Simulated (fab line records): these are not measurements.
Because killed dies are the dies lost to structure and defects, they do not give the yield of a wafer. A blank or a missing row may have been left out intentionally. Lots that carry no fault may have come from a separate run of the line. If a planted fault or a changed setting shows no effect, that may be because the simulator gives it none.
A lot that was struck, set against a sound lot || flow n5-finfet || 39 out of 1938 route steps
Sound: the wafers L510.1, L510.3, L510.6. Wafers struck: L518.5, L518.6. At the end, the cause is stated.
At each step with rows: each side's tool, then ch and its chambers, then its first start. Under that, the readings that differ: sound wafers || struck wafers || difference of the means || sigmas: that difference in standard deviations of wafers without a fault.
alike: words and numbers the same on both sides, and readings whose means are apart by under 2 such deviations; not compared: readings that were withheld, readings missing a value for some wafer, numbers with overlapping values and no deviation given by the record, and bounds like >300 which may hide the same value.
A row with sigmas, a row that says differs or no value, or rows on one side alone: a step with any of these is where the two part. When numbers do not overlap yet have no deviation, they are printed without sigmas and do not part them. Lack of a reading on every wafer of one side parts them only where that side has two or more wafers.

first, 9 steps without rows for these wafers: N5_BEOL_M1_SOFTBAKE_23 (time 60 s); N5_BEOL_M1_EXPOSE_25 (exposes mask V0, defocus 5 nm, target cd 24 nm); N5_BEOL_M1_PEB_26 (peb time 60 s); N5_BEOL_M1_DEVELOP_27 (develop time 30 s); N5_BEOL_M1_DESCUM_33 (chemistry O2, time 7 s); N5_BEOL_M1_ETCH_77 (etches underlayer in N2/H2, target depth 6.5 nm, time 5.2 s); N5_BEOL_M1_ETCH_69 (etches SiARC in CF4, target depth 15.6 nm, time 26 s); N5_BEOL_M1_ALD_98 (deposits SiO2, target thk 2.5 nm, pulse time 1 s, co reactant pulse time 1 s); N5_BEOL_M1_ETCHBACK_99 (etches SiO2 in CHF3, target depth 5 nm, time 10.4 s).
N5_BEOL_M1_ETCH_70: etches SOC in N2/H2, target depth 80 nm, overetch 16 nm, time 120 s.
  sound on rie-diel-01 ch 2,3, day 6 15:50; struck on rie-diel-01 ch 1,2, day 8 23:55
{"reading": "throttle-valve-pct (%)", "sound": "18.00 17.60 17.60", "struck": "18.04 18.20", "difference": "+0.39", "sigmas": "+2"}
{"reading": "model.SiARC_of_BEOL_M1_COAT_68.thk-nm (nm)", "sound": "6.4 6.2 6.4", "struck": "2.2 2.4", "difference": -4.0, "sigmas": ""}
  alike: drypump-motor-current-A, oes-product-au, rf-fwd-power-W, rf-vpp-V, showerhead-plenum-p-Torr
  not compared: rf-hours-counter-h
then, 2 steps without rows for these wafers: N5_BEOL_M1_STRIP_71 (strips in N2/H2); N5_BEOL_M1_STRIP_78 (strips in N2/H2).
N5_BEOL_M1_VIA_ETCH_34: etches the open film in C4F6/O2, target depth 67.8 nm, time 64.4 s.
  sound on rie-diel-01 ch 2,3, day 6 15:56; struck on rie-diel-01 ch 1,2, day 9 00:01
{"reading": "model.BEOL_M1.cd-nm (nm)", "sound": "17.8 18 18", "struck": "20 20.2", "difference": "+2", "sigmas": ""}
  alike: drypump-motor-current-A, mfc-ar-sccm, oes_ar_750_au, oes-product-au, rf-fwd-power-W, rf-vpp-V, showerhead-plenum-p-Torr, throttle-valve-pct
  not compared: rf-hours-counter-h
then, 24 steps without rows for these wafers: N5_BEOL_M1_STRIP_83 (strips in C4F6/O2); N5_BEOL_M1_STRIP_36 (strips in N2/H2); N5_BEOL_M1_TRENCH_ETCH_37 (etches SiOC in C4F6/O2, target depth 55.207 nm, time 29 s); N5_BEOL_M1_ETCH_41 (etches SiCN in CH3F/O2, target depth 31.9 nm, time 57.8 s); N5_BEOL_M1_STRIP_97 (strips in N2/H2, time 10 s); N5_BEOL_M1_HM_STRIP_39 (strips TiN in peroxide tin strip, target depth 25 nm, time 158 s); N5_BEOL_M1_SRD_40 (time 30 s); N5_BEOL_M1_PRECLEAN_42 (cleans in residue remover, time 60 s); N5_BEOL_M1_SRD_43 (time 30 s); N5_BEOL_M1_DEGAS_44 (time 60 s); N5_BEOL_M1_PRE_CLEAN_45 (time 30 s); N5_BEOL_M1_ALD_84 (deposits TaN, pulse time 2 s, purge time 3 s, co reactant purge time 2 s); N5_BEOL_M1_SURFACE_TREAT_85; N5_BEOL_M1_CVD_47 (deposits Co from CCTBA/H2, target thk 3 nm, time 223.8 s); N5_BEOL_M1_SPUTTER_48 (material Cu, target thk 4.5 nm, time 8.29 s); N5_BEOL_M1_ANNEAL_49 (time 240 s); N5_BEOL_M1_SPUTTER_79 (material Cu, target thk 4.5 nm, time 8.29 s); N5_BEOL_M1_ANNEAL_80 (time 240 s); N5_BEOL_M1_SPUTTER_81 (material Cu, target thk 4.5 nm, time 8.29 s); N5_BEOL_M1_ANNEAL_82 (time 240 s); N5_BEOL_M1_SPUTTER_86 (material Cu, target thk 4.5 nm, time 8.29 s); N5_BEOL_M1_ANNEAL_87 (time 240 s); N5_BEOL_M1_SPUTTER_88 (material Cu, target thk 4.5 nm, time 8.29 s); N5_BEOL_M1_ANNEAL_89 (time 240 s).
-- record jumps: 5 days separate the struck wafers' starts on either side; left off in module BEOL_M1, taken up again in module BEOL_M4, whose first shown step is the route's number 1111 --
N5_BEOL_M4_RC_MEAS_101:
  sound on prober-01 ch 0, day 9 18:02; struck on prober-02 ch 0, day 13 23:40
{"reading": "CHAIN_V0 (ohm/link)", "sound": "237 231 230", "struck": "201 201", "difference": -32, "sigmas": -4}
{"reading": "CHAIN_V0_max_site (ohm/link)", "sound": "245 240 239", "struck": "207 208", "difference": -34, "sigmas": -3}
  alike: DIBL_N, DIBL_P, IOFF_N, IOFF_P, ION_N, ION_P, SS_N, SS_P, VT_N, VT_P
-- record jumps: 5 days separate the struck wafers' starts on either side; left off in module BEOL_M4, taken up again in module PASSIVATION, whose first shown step is the route's number 1936 --
N5_PASSIVATION_PROBE_49:
  record: rows for the struck wafers here (prober-02, day 18 14:26), none for the sound ones

## WHERE THEY PART
Earliest at N5_BEOL_M1_ETCH_70; latest, in this record, at N5_PASSIVATION_PROBE_49.

WHY: whatever the simulator had introduced
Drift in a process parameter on rie-diel-01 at N5_BEOL_M1_ETCH_70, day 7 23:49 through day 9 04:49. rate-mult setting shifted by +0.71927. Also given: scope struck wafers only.
